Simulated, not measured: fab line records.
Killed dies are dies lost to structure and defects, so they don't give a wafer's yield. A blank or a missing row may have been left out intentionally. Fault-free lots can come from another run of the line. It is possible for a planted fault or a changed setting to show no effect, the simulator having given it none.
Chamber matching -- flow n5Finfet -- N5_HKMG_FIN_ALD_74 on aldHk-01: 4 sister chambers
The step deposits La2O3, target thk 0.5 nm, pulse time 6 s, co reactant pulse time 1 s. 8 wafers are shown with their chamber, then 8 later ones without.

## WAFERS, EACH WITH ITS CHAMBER
wafer,chamber,heaterPowerW (W),precursorPulseHeightRel
L087.4,3,357,0.982
L088.1,3,365,0.998
L088.4,1,333,1.025
L088.5,0,340,0.988
L088.6,1,336,0.978
L089.3,0,336,1.014
L089.5,2,327,0.994
L093.1,2,330,0.990

## WAFERS WITH NO CHAMBER GIVEN
wafer,heaterPowerW (W),precursorPulseHeightRel
L093.4,334,1.014
L093.5,336,1.019
L094.1,332,0.982
L094.2,336,0.984
L094.3,335,1.009
L097.4,337,1.027
L097.5,355,0.984
L097.6,335,0.954

## CHAMBER TAKEN BY EACH
wafer,from the rows above,in truth
L093.4,can't be placed: 1 or 0 or 2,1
L093.5,can't be placed: 1 or 0 or 2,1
L094.1,can't be placed: 2 or 1 or 0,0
L094.2,can't be placed: 1 or 0 or 2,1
L094.3,can't be placed: 1 or 0 or 2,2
L097.4,can't be placed: 0 or 1 or 2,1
L097.5,3,3
L097.6,can't be placed: 1 or 0 or 2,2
Correctly placed: 1 of 8. These rows do not allow placing 7 (true chamber among the candidates in 7). Placed wrongly: 0.
How it was worked out, from the rows above alone: a wafer's distance from a chamber is the root of the sum, over the readings, of the square of ((its reading less the chamber's mean) divided by the reading's scatter). If the next closest chamber is less than 2 further off than the closest, the wafer can't be placed; otherwise it belongs to the closest. Each chamber's mean is taken over the wafers shown for it. The scatter: the root of (the sum of the squares of (reading less its chamber's mean) over the shown wafers, divided by (wafers less chambers)).
